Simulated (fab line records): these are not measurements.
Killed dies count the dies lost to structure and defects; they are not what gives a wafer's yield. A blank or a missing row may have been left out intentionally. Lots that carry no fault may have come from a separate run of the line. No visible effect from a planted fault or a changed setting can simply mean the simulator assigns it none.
fab line records    flow n5Finfet    part 1 of 2: steps 1 to 19 of 26
record lots=5  wafers=15  lastDay=18
route steps=1938 shown MOL_CONTACT_COAG@597
lots that met no fault: taken from a fault-free run of the same line
startH: start of the lot's first displayed wafer, in hours after the record's first day    waitH: how many hours have passed since the lot's step before this one    " repeats the value in the row above    L1.1+2: one row covering several wafers at once    - no value, or no start was given    * or withheld: withheld    < > ~ a bound
route shown NAME@n: a module of which the file shows steps, and the number in the route of the first    usual: average and standard deviation across the fault-free wafers    same: alike in all rows    chamber/n: place in a boat    sites: each site's reading    _std_site: the standard deviation of these    _edge_site: the outer-site mean with the inner-site mean subtracted    radiusMm: how far each site lies from the wafer's centre    mask NAME#n: copy n    behind: the last tool/chamber to shape the wafer    hold: cause of the lot's hold/its duration in hours/its outcome    device: the n, p or np transistor that did not switch    end of line: tests of these same wafers at the route's end    step lacking rows: just its recipe    killed: not the wafer's yield, but the dies lost to structure and defects at the first sort    map: a wafer's dies, marking killed ones x, the rest . and places with no die _
set.NAME: setting as actually run; set.NAME@STEP: the setting as run at that earlier step    model.NAME: the simulator's own value behind a step, which no gauge read
lots seen at some steps along the route; tables by step, rows by wafer
services: the hour from which a tool's chamber was out of use, counted from the record's first day as startH (under 0 if before that day), plus the number of hours and why
## steps
# step N5_MOL_CONTACT_COAG_EBR_36
# recipe solvent=PGMEA  ebrWidthMm=1.5
lot.wafer   tool           chamber  startH  waitH
L075.2+3+4  lithoTrack-04  0        -       -
L084.1+5+6  lithoTrack-04  0        -       -
L093.3+4+6  lithoTrack-01  0        -       -
L094.2+3+5  lithoTrack-04  0        -       -
L097.1+2+6  lithoTrack-04  0        -       -
# step N5_MOL_CONTACT_COAG_SOFTBAKE_35
# recipe tempC=110  timeS=60  resist=CAR-EUV
lot.wafer   tool           chamber  startH  waitH
L075.2+3+4  lithoTrack-04  0        -       -
L084.1+5+6  lithoTrack-04  0        -       -
L093.3+4+6  lithoTrack-01  0        -       -
L094.2+3+5  lithoTrack-04  0        -       -
L097.1+2+6  lithoTrack-04  0        -       -
# step N5_MOL_CONTACT_COAG_EXPOSE_37
# recipe maskId=VD  na=0.33  sourceShape=annular  sigmaInner=0.3  sigmaOuter=0.7  polarization=unpolarized  defocusNm=0  doseMj=62
# usual exposureDoseMJCm2=61.90/0.1  stageMsdNm=0.86/0.033
lot.wafer  tool           chamber  startH  waitH  mask  exposureDoseMJCm2  stageMsdNm
L075.2     euvScanner-02  0        109.52  -      VD#0  61.99              0.82
L075.3     "              0        "       "      VD#0  62.02              0.82
L075.4     "              0        "       "      VD#0  61.96              0.82
L084.1     euvScanner-02  0        160.83  -      VD#0  61.97              0.83
L084.5     "              0        "       "      VD#0  61.90              0.83
L084.6     "              0        "       "      VD#0  61.99              0.83
L093.3     euvScanner-01  0        213.57  -      VD#0  61.81              0.89
L093.4     "              0        "       "      VD#0  61.89              0.89
L093.6     "              0        "       "      VD#0  61.66              0.90
L094.2     euvScanner-01  0        223.88  -      VD#0  61.90              0.89
L094.3     "              0        "       "      VD#0  61.91              0.89
L094.5     "              0        "       "      VD#0  61.90              0.89
L097.1     euvScanner-01  0        262.83  -      VD#0  61.79              0.89
L097.2     "              0        "       "      VD#0  61.86              0.89
L097.6     "              0        "       "      VD#0  61.81              0.89
# step N5_MOL_CONTACT_COAG_PEB_38
# recipe pebTempC=100  pebTimeS=60  resist=CAR-EUV
lot.wafer   tool           chamber  startH  waitH
L075.2+3+4  lithoTrack-04  0        109.59  0.1
L084.1+5+6  lithoTrack-02  0        160.91  0.1
L093.3+4+6  lithoTrack-04  0        213.63  0.1
L094.2+3+5  lithoTrack-04  0        223.95  0.1
L097.1+2+6  lithoTrack-01  0        262.91  0.1
# step N5_MOL_CONTACT_COAG_DEVELOP_39
# recipe developTimeS=30  developer=TMAH  resist=CAR-EUV  rinseLiquid=surfactantRinse  dry=airSpin  devTempC=23
lot.wafer   tool           chamber  startH  waitH
L075.2+3+4  lithoTrack-04  0        -       -
L084.1+5+6  lithoTrack-02  0        -       -
L093.3+4+6  lithoTrack-04  0        -       -
L094.2+3+5  lithoTrack-04  0        -       -
L097.1+2+6  lithoTrack-01  0        -       -
# step N5_MOL_CONTACT_COAG_CD_MEAS_40
# recipe targetCdNm=25.1  landingEnergyEv=500  detector=seInlens  polarity=opening
# usual cdNm=25.09/0.24
lot.wafer  tool      chamber  startH  waitH  cdNm
L075.2     cdSem-02  0        109.65  -      25.93
L075.3     "         0        "       "      25.22
L075.4     "         0        "       "      25.54
L084.1     cdSem-03  0        160.98  -      25.16
L084.5     "         0        "       "      25.34
L084.6     "         0        "       "      25.57
L093.3     cdSem-03  0        213.70  -      25.28
L093.4     "         0        "       "      25.21
L093.6     "         0        "       "      25.37
L094.2     cdSem-03  0        224.02  -      25.25
L094.3     "         0        "       "      25.53
L094.5     "         0        "       "      24.58
L097.1     cdSem-02  0        262.98  -      24.80
L097.2     "         0        "       "      25.20
L097.6     "         0        "       "      25.30
# step N5_MOL_CONTACT_COAG_OVL_MEAS_41
# recipe pointsPerWafer=522
# usual VD_OVL=-0.1/0.61
lot.wafer  tool        chamber  startH  waitH  VD_OVL[nm]
L075.2     overlay-01  0        109.69  0.0    0.0
L075.3     "           0        "       "      0.0
L075.4     "           0        "       "      -0.7
L084.1     overlay-01  0        161.01  0.0    -1.4
L084.5     "           0        "       "      -0.5
L084.6     "           0        "       "      -0.8
L093.3     overlay-02  0        213.74  0.0    -1.9
L093.4     "           0        "       "      -0.5
L093.6     "           0        "       "      -0.4
L094.2     overlay-02  0        224.05  0.0    -0.6
L094.3     "           0        "       "      -0.8
L094.5     "           0        "       "      -0.4
L097.1     overlay-01  0        263.01  0.0    0.2
L097.2     "           0        "       "      1.2
L097.6     "           0        "       "      0.0
# step N5_MOL_CONTACT_COAG_INSPECT_42
# recipe mode=adi  inspectInstrument=brightfield
# usual rawDefectCount=223/63
lot.wafer  tool              chamber  startH  waitH  rawDefectCount
L075.2     defectInspect-02  -        109.74  0.0    185
L075.3     "                 -        "       "      232
L075.4     "                 -        "       "      282
L084.1     defectInspect-02  -        161.07  0.1    314
L084.5     "                 -        "       "      264
L084.6     "                 -        "       "      189
L093.3     defectInspect-01  -        213.79  0.0    223
L093.4     "                 -        "       "      303
L093.6     "                 -        "       "      290
L094.2     defectInspect-01  -        224.11  0.0    216
L094.3     "                 -        "       "      169
L094.5     "                 -        "       "      197
L097.1     defectInspect-01  -        263.06  0.1    156
L097.2     "                 -        "       "      175
L097.6     "                 -        "       "      145
# step N5_MOL_CONTACT_COAG_DESCUM_45
# recipe chemistry=O2  timeS=7  sourcePowerW=50  biasPowerW=20  pressureMtorr=20  rfFrequencyHz=2.712e+07  tempC=40  resist=CAR-EUV  o2FlowSccm=225
# usual drypumpMotorCurrentA=5.53/0.24  oesProductAu=0.79/0.082  rfVppV=242.4/1.6  showerheadPlenumPTorr=2.05/0.09  throttleValvePct=20.53/0.24
lot.wafer  tool        chamber  startH  waitH  drypumpMotorCurrentA  oesProductAu  rfHoursCounterH  rfVppV  showerheadPlenumPTorr  throttleValvePct
L075.2     rieDiel-03  3        109.83  0.1    5.75                  0.95          8                243.3   2.08                   20.45
L075.3     "           1        "       "      5.69                  0.79          102              241.7   2.01                   20.48
L075.4     "           0        "       "      5.57                  0.82          68               245.6   2.22                   20.76
L084.1     rieDiel-03  0        161.10  0.0    5.57                  0.81          86               246.1   2.21                   20.78
L084.5     "           2        "       "      5.58                  0.74          -                240.7   1.89                   20.47
L084.6     "           1        "       "      5.71                  0.77          -                243.0   2.01                   20.50
L093.3     rieDiel-02  0        213.82  0.0    5.47                  0.69          212              242.1   1.99                   20.53
L093.4     "           1        "       "      4.92                  0.97          8                241.9   2.05                   20.08
L093.6     "           1        "       "      4.93                  0.98          -                242.1   2.05                   20.08
L094.2     rieDiel-02  3        224.14  0.0    5.40                  0.74          173              240.6   2.03                   20.99
L094.3     "           1        "       "      4.90                  0.96          10               242.6   2.05                   20.08
L094.5     "           3        "       "      5.39                  0.74          -                242.4   2.03                   21.00
L097.1     rieDiel-01  1        263.10  0.0    5.10                  0.80          104              242.5   2.11                   20.41
L097.2     "           2        "       "      5.93                  0.81          108              243.9   2.12                   20.77
L097.6     "           0        "       "      5.47                  0.90          -                242.4   2.07                   20.39
# step N5_MOL_CONTACT_COAG_ETCH_65
# recipe chemistry=N2/H2  target=underlayer  targetDepthA=130  maskMaterial=CAR-EUV  timeS=10.4  ionEnergyEv=200  pressureMtorr=30  sourceW=840  biasW=150  n2FlowSccm=200  h2FlowSccm=200  ends=cleared
# usual drypumpMotorCurrentA=5.54/0.24  etchRfOnTimeS=10.24/0.27  oesProductAu=0.68/0.073  rfVppV=522/3  showerheadPlenumPTorr=2.48/0.11  throttleValvePct=17.89/0.23
lot.wafer  tool        chamber  startH  waitH  drypumpMotorCurrentA  etchRfOnTimeS  oesProductAu  rfHoursCounterH  rfVppV  showerheadPlenumPTorr  throttleValvePct
L075.2     rieDiel-03  3        109.86  0.0    5.78                  10.03          0.82          8                521     2.49                   17.62
L075.3     "           1        "       "      5.66                  10.32          0.68          102              521     2.44                   17.86
L075.4     "           0        "       "      5.58                  10.07          0.71          68               528     2.69                   18.16
L084.1     rieDiel-03  0        161.14  0.0    5.63                  9.99           0.69          86               528     2.68                   18.19
L084.5     "           2        "       "      5.60                  10.36          0.64          -                517     2.31                   17.85
L084.6     "           1        "       "      5.70                  10.20          0.67          -                521     2.43                   17.87
L093.3     rieDiel-02  0        213.85  0.0    5.48                  10.14          0.59          212              521     2.41                   17.94
L093.4     "           1        "       "      4.91                  9.79           0.85          8                523     2.49                   17.43
L093.6     "           1        "       "      4.93                  9.96           0.84          -                521     2.49                   17.42
L094.2     rieDiel-02  3        224.17  0.0    5.39                  10.91          0.62          173              522     2.43                   18.26
L094.3     "           1        "       "      4.93                  9.95           0.83          10               522     2.49                   17.43
L094.5     "           3        "       "      5.38                  10.85          0.62          -                520     2.43                   18.26
L097.1     rieDiel-01  1        263.13  0.0    5.10                  9.76           0.71          104              525     2.56                   17.96
L097.2     "           2        "       "      5.97                  10.06          0.69          108              525     2.56                   18.11
L097.6     "           0        "       "      5.46                  9.93           0.79          -                522     2.48                   17.57
# step N5_MOL_CONTACT_COAG_ETCH_66
# recipe chemistry=CF4  target=SiARC  targetDepthA=130  maskMaterial=CAR-EUV  timeS=21.7  ionEnergyEv=80  pressureMtorr=40  sourceW=545  biasW=36  Ar_flow_sccm=100  cf4FlowSccm=100  ends=cleared
# usual drypumpMotorCurrentA=5.53/0.24  etchRfOnTimeS=21.4/0.51  mfcArSccm=99.98/0.28  oesProductAu=0.68/0.074  rfVppV=183.3/1.3  showerheadPlenumPTorr=2.10/0.082  throttleValvePct=15.69/0.21
lot.wafer  tool        chamber  startH  waitH  drypumpMotorCurrentA  etchRfOnTimeS  mfcArSccm  oesProductAu  rfHoursCounterH  rfVppV  showerheadPlenumPTorr  throttleValvePct
L075.2     rieDiel-03  3        109.88  0.0    5.78                  21.1           100.13     0.82          8                183.8   2.11                   15.46
L075.3     "           1        "       "      5.68                  21.6           99.83      0.67          102              183.0   2.07                   15.66
L075.4     "           0        "       "      5.58                  20.9           99.46      0.71          68               185.1   2.26                   15.87
L084.1     rieDiel-03  0        161.16  0.0    5.56                  20.9           100.05     0.69          86               185.6   2.25                   15.91
L084.5     "           2        "       "      5.58                  21.9           100.13     0.64          -                182.1   1.97                   15.83
L084.6     "           1        "       "      5.72                  21.7           100.13     0.66          -                183.6   2.06                   15.68
L093.3     rieDiel-02  0        213.87  0.0    5.47                  21.4           99.96      0.59          212              182.4   2.04                   15.72
L093.4     "           1        "       "      4.92                  20.8           100.26     0.85          8                181.8   2.12                   15.35
L093.6     "           1        "       "      4.93                  20.9           100.03     0.84          -                184.4   2.12                   15.36
L094.2     rieDiel-02  3        224.19  0.0    5.40                  22.7           99.82      0.62          173              182.8   2.05                   15.96
L094.3     "           1        "       "      4.90                  21.0           99.46      0.83          11               183.5   2.12                   15.36
L094.5     "           3        "       "      5.40                  22.7           99.55      0.62          -                183.1   2.05                   15.94
L097.1     rieDiel-01  1        263.15  0.0    5.10                  20.8           100.10     0.71          104              184.7   2.17                   15.60
L097.2     "           2        "       "      5.94                  21.1           99.94      0.70          108              183.7   2.15                   15.83
L097.6     "           0        "       "      5.46                  20.6           99.73      0.79          -                182.5   2.09                   15.31
# step N5_MOL_CONTACT_COAG_ALD_133
# recipe material=SiO2  targetThkA=50  tempC=100  aldPrecursorFamily=BDEAS  aldCoReactant=O2-plasma  pulseTimeS=1  coReactantPulseTimeS=1  purgeTimeS=2  coReactantPurgeTimeS=2  aldCycles=35  pressureTorr=2
# usual heaterPowerW=80/6.8  precursorPulseHeightRel=1.000/0.019
lot.wafer  tool       chamber  startH  waitH  heaterPowerW  precursorPulseHeightRel  sinceWetCleanH
L075.2     aldSin-02  3        110.10  0.2    77            0.999                    10
L075.3     "          2        "       "      77            1.045                    10
L075.4     "          0        "       "      87            0.975                    10
L084.1     aldSin-02  0        161.34  0.2    86            1.008                    62
L084.5     "          0        "       "      87            1.002                    -
L084.6     "          3        "       "      77            0.996                    -
L093.3     aldSin-04  2        213.95  0.1    73            0.971                    206
L093.4     "          1        "       "      87            0.971                    206
L093.6     "          2        "       "      74            0.997                    -
L094.2     aldSin-04  3        224.51  0.3    75            1.002                    217
L094.3     "          2        "       "      74            0.981                    217
L094.5     "          3        "       "      75            1.013                    -
L097.1     aldSin-02  1        263.49  0.3    73            1.011                    164
L097.2     "          2        "       "      78            1.000                    164
L097.6     "          0        "       "      87            0.987                    -
# step N5_MOL_CONTACT_COAG_ETCHBACK_134
# recipe chemistry=CHF3  target=SiO2  targetDepthA=100  timeS=6.7  ionEnergyEv=200  pressureMtorr=30  sourceW=610  biasW=170  Ar_flow_sccm=200  CHF3_flow_sccm=50
# usual drypumpMotorCurrentA=5.48/0.3  mfcArSccm=200.0/0.57  oesProductAu=0.79/0.087  rfVppV=523/8.5  showerheadPlenumPTorr=2.35/0.082  throttleValvePct=18.80/0.2
lot.wafer  tool        chamber  startH  waitH  drypumpMotorCurrentA  mfcArSccm  oesProductAu  rfHoursCounterH  rfVppV  showerheadPlenumPTorr  throttleValvePct
L075.2     rieDiel-02  1        110.28  0.1    4.92                  199.4      0.70          228              532     2.36                   18.79
L075.3     "           0        "       "      5.40                  200.6      0.72          173              520     2.28                   18.74
L075.4     "           2        "       "      5.82                  200.1      0.69          -                511     2.45                   18.86
L084.1     rieDiel-03  2        161.52  0.1    5.57                  199.9      0.74          179              529     2.19                   18.98
L084.5     "           2        "       "      5.58                  200.7      0.74          -                529     2.19                   18.98
L084.6     "           1        "       "      5.71                  200.1      0.78          -                539     2.28                   18.71
L093.3     rieDiel-03  0        214.15  0.1    5.55                  200.1      0.78          107              524     2.49                   19.07
L093.4     "           3        "       "      5.78                  199.5      0.88          42               516     2.34                   18.74
L093.6     "           3        "       "      5.78                  199.8      0.88          -                515     2.34                   18.72
L094.2     rieDiel-01  3        224.80  0.2    5.41                  199.7      0.72          191              525     2.38                   18.49
L094.3     "           0        "       "      5.46                  200.0      0.96          14               517     2.33                   18.46
L094.5     "           0        "       "      5.47                  199.9      0.94          -                518     2.33                   18.48
L097.1     rieDiel-01  1        263.67  0.1    5.12                  199.9      0.81          104              532     2.41                   18.76
L097.2     "           3        "       "      5.40                  199.9      0.72          204              526     2.38                   18.50
L097.6     "           2        "       "      5.93                  198.8      0.81          -                512     2.38                   18.91
# step N5_MOL_CONTACT_COAG_ETCH_67
# recipe chemistry=N2/H2  target=SOC  targetDepthA=600  overetchA=210  maskMaterial=SiARC  tempC=40  timeS=101.2  ionEnergyEv=200  pressureMtorr=30  sourceW=840  biasW=150  n2FlowSccm=200  h2FlowSccm=200
# usual drypumpMotorCurrentA=5.5/0.3  oesProductAu=0.66/0.067  rfVppV=522.8/2.7  showerheadPlenumPTorr=2.50/0.096  throttleValvePct=17.85/0.22
lot.wafer  tool        chamber  startH  waitH  drypumpMotorCurrentA  oesProductAu  rfHoursCounterH  rfVppV  showerheadPlenumPTorr  throttleValvePct
L075.2     rieDiel-02  1        110.31  0.0    4.9                   0.59          228              522.0   2.50                   17.76
L075.3     "           0        "       "      5.4                   0.60          173              520.6   2.43                   17.84
L075.4     "           2        "       "      5.8                   0.59          -                523.7   2.60                   17.97
L084.1     rieDiel-03  2        161.55  0.0    5.6                   0.63          179              517.9   2.31                   17.81
L084.5     "           2        "       "      5.6                   0.63          -                519.2   2.31                   17.83
L084.6     "           1        "       "      5.7                   0.65          -                522.4   2.43                   17.85
L093.3     rieDiel-03  0        214.18  0.0    5.6                   0.65          107              526.3   2.67                   18.21
L093.4     "           3        "       "      5.8                   0.74          42               522.4   2.48                   17.64
L093.6     "           3        "       "      5.8                   0.73          -                522.5   2.48                   17.65
L094.2     rieDiel-01  3        224.84  0.0    5.4                   0.60          191              524.1   2.54                   17.62
L094.3     "           0        "       "      5.5                   0.77          14               523.9   2.49                   17.53
L094.5     "           0        "       "      5.5                   0.77          -                522.1   2.49                   17.53
L097.1     rieDiel-01  1        263.71  0.0    5.1                   0.67          104              523.5   2.56                   17.90
L097.2     "           3        "       "      5.4                   0.60          204              524.5   2.54                   17.65
L097.6     "           2        "       "      6.0                   0.67          -                524.0   2.56                   18.08
# step N5_MOL_CONTACT_COAG_STRIP_68
# recipe chemistry=N2/H2  tempC=40  n2FlowSccm=200  h2FlowSccm=200  rfFrequencyHz=6e+07
lot.wafer   tool        chamber  startH  waitH
L075.2+3+4  rieDiel-02  1,0,2    110.38  0.0
L084.1+5+6  rieDiel-03  2,2,1    161.62  0.0
L093.3+4+6  rieDiel-03  0,3,3    214.25  0.0
L094.2+3+5  rieDiel-01  3,0,0    224.91  0.0
L097.1+2+6  rieDiel-01  1,3,2    263.78  0.0
# step N5_MOL_CONTACT_COAG_STRIP_69
# recipe chemistry=N2/H2  tempC=40  n2FlowSccm=200  h2FlowSccm=200  rfFrequencyHz=6e+07
lot.wafer   tool        chamber  startH  waitH
L075.2+3+4  rieDiel-02  1,0,2    110.39  0.0
L084.1+5+6  rieDiel-03  2,2,1    161.63  0.0
L093.3+4+6  rieDiel-03  0,3,3    214.26  0.0
L094.2+3+5  rieDiel-01  3,0,0    224.92  0.0
L097.1+2+6  rieDiel-01  1,3,2    263.79  0.0
# step N5_MOL_CONTACT_COAG_ETCHBACK_136
# recipe chemistry=CHF3  target=SiO2  targetDepthA=250  timeS=16.7  ionEnergyEv=200  pressureMtorr=30  sourceW=610  biasW=170  Ar_flow_sccm=200  CHF3_flow_sccm=50
# usual drypumpMotorCurrentA=5.48/0.3  mfcArSccm=199.9/0.61  oesProductAu=0.79/0.087  rfVppV=523/8.5  showerheadPlenumPTorr=2.35/0.082  throttleValvePct=18.80/0.2
lot.wafer  tool        chamber  startH  waitH  drypumpMotorCurrentA  mfcArSccm  oesProductAu  rfHoursCounterH  rfVppV  showerheadPlenumPTorr  throttleValvePct
L075.2     rieDiel-02  1        110.40  0.0    4.90                  199.8      0.69          228              531     2.36                   18.80
L075.3     "           0        "       "      5.44                  199.5      0.72          173              523     2.28                   18.72
L075.4     "           2        "       "      5.78                  198.7      0.69          -                510     2.45                   18.86
L084.1     rieDiel-03  2        161.64  0.0    5.57                  199.6      0.74          179              529     2.19                   18.97
L084.5     "           2        "       "      5.58                  199.9      0.74          -                530     2.19                   18.96
L084.6     "           1        "       "      5.67                  199.7      0.77          -                539     2.28                   18.71
L093.3     rieDiel-03  0        214.27  0.0    5.57                  201.0      0.78          107              522     2.49                   19.06
L093.4     "           3        "       "      5.78                  199.0      0.88          42               514     2.34                   18.73
L093.6     "           3        "       "      5.77                  199.9      0.88          -                517     2.34                   18.71
L094.2     rieDiel-01  3        224.93  0.0    5.39                  201.3      0.72          191              527     2.38                   18.50
L094.3     "           0        "       "      5.45                  199.2      0.95          14               517     2.33                   18.47
L094.5     "           0        "       "      5.48                  199.9      0.95          -                518     2.33                   18.47
L097.1     rieDiel-01  1        263.80  0.0    5.10                  199.0      0.81          104              530     2.41                   18.78
L097.2     "           3        "       "      5.42                  199.4      0.72          204              525     2.38                   18.50
L097.6     "           2        "       "      5.95                  199.8      0.81          -                513     2.38                   18.91
# step N5_MOL_CONTACT_COAG_STRIP_120
# recipe chemistry=CHF3  resist=SiARC  rfFrequencyHz=6e+07
lot.wafer   tool        chamber  startH  waitH
L075.2+3+4  rieDiel-02  1,0,2    110.43  0.0
L084.1+5+6  rieDiel-03  2,2,1    161.66  0.0
L093.3+4+6  rieDiel-03  0,3,3    214.30  0.0
L094.2+3+5  rieDiel-01  3,0,0    224.95  0.0
L097.1+2+6  rieDiel-01  1,3,2    263.82  0.0
# step N5_MOL_CONTACT_COAG_VIA_ETCH_117
# recipe chemistry=C4F6/O2  targetDepthA=400  overetchA=80  maskMaterial=SOC  target=SiO2  biasW=455  pressureMtorr=10  timeS=26  sourceW=325  Ar_flow_sccm=300  C4F6_flow_sccm=10  O2_flow_sccm=10  ionEnergyEv=575.3  ends=endPoint
# usual drypumpMotorCurrentA=5.49/0.3  mfcArSccm=300.0/0.92  oesProductAu=0.70/0.069  rfVppV=1584/23  showerheadPlenumPTorr=2.80/0.099  throttleValvePct=41.2/0.35
lot.wafer  tool        chamber  startH  waitH  drypumpMotorCurrentA  mfcArSccm  oesProductAu  rfHoursCounterH  rfVppV  showerheadPlenumPTorr  throttleValvePct
L075.2     rieDiel-02  1        110.44  0.0    4.93                  298.8      0.63          228              1612    2.82                   40.9
L075.3     "           0        "       "      5.48                  300.2      0.63          173              1580    2.72                   41.2
L075.4     "           2        "       "      5.80                  299.3      0.63          -                1547    2.93                   41.7
L084.1     rieDiel-03  2        161.67  0.0    5.56                  298.3      0.67          179              1600    2.61                   41.3
L084.5     "           2        "       "      5.57                  299.2      0.67          -                1597    2.61                   41.3
L084.6     "           1        "       "      5.68                  301.1      0.70          -                1627    2.71                   41.0
L093.3     rieDiel-03  0        214.31  0.0    5.58                  301.0      0.69          107              1585    2.97                   41.4
L093.4     "           3        "       "      5.78                  301.0      0.77          42               1561    2.80                   41.0
L093.6     "           3        "       "      5.78                  300.8      0.78          -                1562    2.80                   41.0
L094.2     rieDiel-01  3        224.96  0.0    5.42                  300.7      0.64          191              1592    2.84                   40.9
L094.3     "           0        "       "      5.47                  299.9      0.82          14               1568    2.79                   41.3
L094.5     "           0        "       "      5.47                  299.2      0.82          -                1568    2.79                   41.3
L097.1     rieDiel-01  1        263.83  0.0    5.12                  299.6      0.71          104              1606    2.88                   41.7
L097.2     "           3        "       "      5.44                  298.9      0.63          204              1592    2.83                   40.9
L097.6     "           2        "       "      5.95                  301.8      0.71          -                1556    2.84                   40.7
